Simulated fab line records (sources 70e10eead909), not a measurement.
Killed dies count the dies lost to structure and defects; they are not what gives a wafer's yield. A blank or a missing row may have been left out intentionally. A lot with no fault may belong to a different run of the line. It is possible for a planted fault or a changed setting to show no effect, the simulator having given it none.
Which tool was responsible? -- flow nand harc -- route of 1302 steps, sampled at 1 step: 11 lots, 33 wafers

WHAT THE GAUGES READ, wafer by wafer
NHARC_A_CONTACT_OVL_MEAS_70.
lot,measured,on,overlay x nm (nm)
L615,day 22 10:56,overlay-02,0.9 0.3 0.6
L616,day 22 19:37,overlay-02,1.3 0.8 1.2
L620,day 24 07:54,overlay-02,-0.7 -0.3 -0.7
L621,day 24 22:05,overlay-01,-0.5 -0.1 0.1
L622,day 25 07:44,overlay-02,1.4 1.1 0.9
L625,day 26 04:54,overlay-01,0.2 0.1 0.2
L626,day 26 19:13,overlay-01,0.6 0.5 0.3
L628,day 27 15:45,overlay-01,-0.8 -0.4 -0.4
L629,day 27 16:00,overlay-02,-0.6 -1.0 -0.8
L633,day 29 19:54,overlay-02,0.7 0.6 0.9
L637,day 31 07:27,overlay-02,1.4 1.7 1.2

WHICH TOOL RAN EACH LOT (tool, then ch and the chambers of the sampled wafers, then the start)
No process step before these readings appears in the record.

THE ANSWER, worked out from the rows above alone
Rule: what is usual is taken from the lots themselves. Put in order of their means at a reading, lots are off if they are a third of the lots or fewer, leave a main group of 4 or more, and stand apart from it by a gap of 3 or more times the standard deviation of the main group's means; of several such gaps the widest counts. Not used: any main group whose means are identical at the precision the tables above print for the reading. Also off: a lot with no number at a reading for which 4 or more lots have one. Where the step has rows for the other lots, those lots are counted as sound.
Nothing can be told from this: no lot is off at any reading shown.

WHAT WAS PUT IN BY THE SIMULATOR
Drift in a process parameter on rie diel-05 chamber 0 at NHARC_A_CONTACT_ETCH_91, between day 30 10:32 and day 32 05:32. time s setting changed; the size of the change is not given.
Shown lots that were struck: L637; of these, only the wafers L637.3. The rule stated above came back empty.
